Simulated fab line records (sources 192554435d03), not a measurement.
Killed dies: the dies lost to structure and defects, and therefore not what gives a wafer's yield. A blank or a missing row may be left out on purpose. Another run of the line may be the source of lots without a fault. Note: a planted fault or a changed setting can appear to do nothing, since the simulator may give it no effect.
Problem report, 8D (eight disciplines) form, completed by code + flow n5_finfet + the parts of the form that need people (team, actions taken, sign-off) are left out
Where a reading is given only as a bound, like >300, the bound stands for it, and a mean or a difference that rests on one is marked > or <: the true number lies beyond.

== 1. WHAT IS WRONG ==
raw_defect_count at N5_ZERO_LAYER_INSPECT_20 reads a mean of 786 on 2 wafers of 1 lot; wafers without a fault read 31 with a standard deviation of 14. That is +54 standard deviations from the usual mean.
The step: inspects for defects (darkfield).
The first sign was on wafer L462.4 at day 3 19:23, on defect_inspect-01. The record holds 24 wafers of 8 lots with a number at this step. Rule for "out", or "out of limits": more than 4 standard deviations from the usual mean. Any other wafer with a number is counted as sound.

== 2. WHAT IT IS, WHAT IT ISN'T ==
| question                    | is                | is not                                                                                      |
|-----------------------------|-------------------|---------------------------------------------------------------------------------------------|
| which readings at this step | raw_defect_count  | -                                                                                           |
| which lots                  | L462              | L453, L455, L468, L469, L471, L475, L476                                                    |
| which wafers of those lots  | L462.4, L462.5    | L462.6                                                                                      |
| read on which gauges        | defect_inspect-01 | defect_inspect-02                                                                           |
| when                        | from day 3 19:23  | up to then (7 sound wafers); but 15 sound wafers of L468, L469, L471, L475, L476 came after |

== 3. SUSPECTS, AND WHAT RULES EACH OUT ==
Counting: a tool at a process step up to the reading stays a suspect if it ran every lot that is out. Sound lots after the first of them don't rule it out here, since some wafers of a struck lot are sound.
- the gauge at N5_ZERO_LAYER_INSPECT_20: ruled out. All the wafers that are out were read on defect_inspect-01, but those of them that N5_PASSIVATION_PROBE_49 has rows for are out there too, on other tools.
- pecvd-02 at N5_ZERO_LAYER_PECVD_02 (deposits SiO2 from SiH4/N2O, target thk 10 nm, time 6 s): kept. The lot that is out, L462, ran on it at day 3 18:19; the last sound lot it ran before that was L455, at day 2 00:28.
- rie_diel-04 at N5_ZERO_LAYER_DESCUM_16 (chemistry O2, time 7.9 s): kept. The lot that is out, L462, ran on it at day 3 18:48; the last sound lot it ran before that was L455, at day 2 00:52.
- plasma_asher-02 at N5_ZERO_LAYER_STRIP_24 (strips in O2): kept. The lot that is out, L462, ran on it at day 3 19:02; the last sound lot it ran before that was L453, at day 1 12:54.
- Within pecvd-02 at N5_ZERO_LAYER_PECVD_02: the wafers that are out ran in chambers 0, 1; their sound lot-mates ran in chamber 2.
- Within plasma_asher-02 at N5_ZERO_LAYER_STRIP_24, the wafers that are out were processed in chamber 0 and their sound lot-mates in chamber 1.
The count leaves pecvd-02 at N5_ZERO_LAYER_PECVD_02, rie_diel-04 at N5_ZERO_LAYER_DESCUM_16, and plasma_asher-02 at N5_ZERO_LAYER_STRIP_24.

== 4. THE CAUSE (what the simulator had put in) ==
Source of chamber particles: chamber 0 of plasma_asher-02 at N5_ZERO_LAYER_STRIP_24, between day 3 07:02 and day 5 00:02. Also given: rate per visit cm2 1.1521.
After counting, 3 suspects remain, this tool included.

== 5. THE EFFECT CHAIN, in route order ==
One row per reading whose mean, taken over the struck wafers that have a number, lies over 3 standard deviations from the usual. Only readings for which the record gives a usual standard deviation are gone through. hours: the time from each lot's start at the first step in this table that gives one to its start at this step, as a median over the lots. sigmas: the change in usual standard deviations.
| hours | step                     | reading              | usual  | on struck wafers | change | sigmas      |
|-------|--------------------------|----------------------|--------|------------------|--------|-------------|
| 0     | N5_ZERO_LAYER_INSPECT_20 | raw_defect_count     | 31     | 786              | +754   | +54         |
| 0     | N5_WELL_APT_INSPECT_10   | raw_defect_count     | 2.1    | >300             | >+298  | +99 or more |
| 4     | N5_WELL_APT_INSPECT_38   | raw_defect_count     | 13     | 760              | +747   | +99 or more |
| 280   | N5_PASSIVATION_PROBE_49  | defect_limited_yield | 91.2 % | 81.8             | -9.5   | -6.8        |
| 280   | N5_PASSIVATION_PROBE_49  | killed_at_front_end  | 38     | 150              | +112   | +10         |
| 280   | N5_PASSIVATION_PROBE_49  | killed_dies          | 103    | 215              | +112   | +6.6        |
| 280   | N5_PASSIVATION_PROBE_49  | killed_on_rim        | 13     | 26               | +12    | +3.6        |
| 280   | N5_PASSIVATION_PROBE_49  | sort_bin_5_function  | 5.1 %  | 10.9             | +5.8   | +6.6        |
| 280   | N5_PASSIVATION_PROBE_49  | sort_n_pass          | 1077   | 965              | -112   | -6.6        |
| 280   | N5_PASSIVATION_PROBE_49  | sort_yield_pct       | 91.2 % | 81.8             | -9.5   | -6.8        |
The process steps in it:
- N5_PASSIVATION_PROBE_49
At these later measuring or inspecting steps, every struck wafer for which the step has a row has a number for every such reading, and none has moved that far: N5_WELL_APT_CD_MEAS_08, N5_BEOL_M4_RC_MEAS_101.

== 6. WHAT WOULD HAVE CAUGHT IT SOONER ==
Counted from the fault's start at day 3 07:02, it took 12 hours until the first out-of-limits reading at a measuring or inspecting step in this record, taken at day 3 19:23.
Of the tool readings at N5_ZERO_LAYER_STRIP_24 for which the record gives a usual standard deviation, none was out on any struck wafer, so an alarm limit of 4 standard deviations on them would not have fired.
The start of N5_ZERO_LAYER_STRIP_24 on plasma_asher-02 came by day 3 19:23 for every one of the lots that are out (1). None of them would have been spared by holding the tool at that moment.
